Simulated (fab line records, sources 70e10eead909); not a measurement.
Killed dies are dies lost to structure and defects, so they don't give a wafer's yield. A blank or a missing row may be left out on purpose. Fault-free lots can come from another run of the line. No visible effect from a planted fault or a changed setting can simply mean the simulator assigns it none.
Chamber matching    flow nand-harc    rie-diel-05 running NHARC_A_BONDPAD_DESCUM_11: 4 sister chambers
The step chemistry O2, time 3 s. 18 wafers are shown with their chamber, then 9 later ones without.

## WAFERS PAIRED WITH THEIR CHAMBERS
wafer   chamber  drypump-motor-current-A (A)  throttle-valve-pct (%)  oes-product-au (a.u.)
L076.1  1        6.6                          11.324                  1.003
L076.2  3        5.9                          11.312                  1.001
L076.5  1        6.5                          11.321                  0.996
L077.2  1        6.5                          11.320                  0.992
L077.3  3        5.8                          11.310                  0.995
L077.6  0        5.4                          11.314                  0.987
L078.2  3        5.9                          11.323                  0.990
L078.4  2        5.7                          11.312                  0.984
L078.6  2        5.7                          11.322                  0.989
L078.1  0        5.4                          11.320                  1.000
L078.3  1        6.6                          11.300                  0.990
L078.5  3        5.9                          11.309                  0.986
L082.1  2        5.7                          11.298                  1.016
L082.4  1        6.6                          11.313                  1.007
L082.6  1        6.6                          11.314                  1.012
L080.1  0        5.5                          11.326                  1.001
L080.3  2        5.7                          11.315                  1.012
L080.5  1        6.6                          11.315                  1.007

SIGNATURES, as means of the wafers listed above
reading                  chamber 0  chamber 1  chamber 2  chamber 3  scatter within a chamber
drypump-motor-current-A  5.433      6.571      5.700      5.875      0.0451
throttle-valve-pct       11.32000   11.31529   11.31175   11.31350   0.0079
oes-product-au           0.99600    1.00100    1.00025    0.99300    0.0102
Rule: a wafer lies at a distance from a chamber equal to the root of the sum of squares, over the readings, of (its reading less the chamber's mean, divided by the reading's scatter). The wafer belongs to the nearest chamber; if the next one is less than 2 further off, it can't be placed. How the scatter is found: for the shown wafers, subtract from each reading the mean of its chamber, square and add these, divide the total by (wafers less chambers), then take the root.

## WAFERS WITH NO CHAMBER GIVEN
wafer   drypump-motor-current-A (A)  throttle-valve-pct (%)  oes-product-au (a.u.)
L090.1  5.7                          11.319                  1.004
L090.3  6.6                          11.311                  1.007
L090.5  5.7                          11.305                  1.006
L092.1  5.5                          11.310                  1.011
L092.2  6.6                          11.316                  1.005
L092.3  5.8                          11.315                  1.002
L096.1  5.5                          11.307                  1.020
L096.2  5.7                          11.324                  1.023
L096.6  5.5                          11.317                  1.011

## WHICH CHAMBER EACH ONE RAN IN
wafer   from the rows above      in truth
L090.1  2                        2
L090.3  1                        1
L090.5  2                        2
L092.1  0                        0
L092.2  1                        1
L092.3  can't be placed: 3 or 2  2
L096.1  can't be placed: 0 or 2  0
L096.2  2                        2
L096.6  0                        0
Correct placement for 7 of the 9. Can't be placed from these rows: 2 (the true chamber is among the candidates in 2). Wrongly placed: 0.
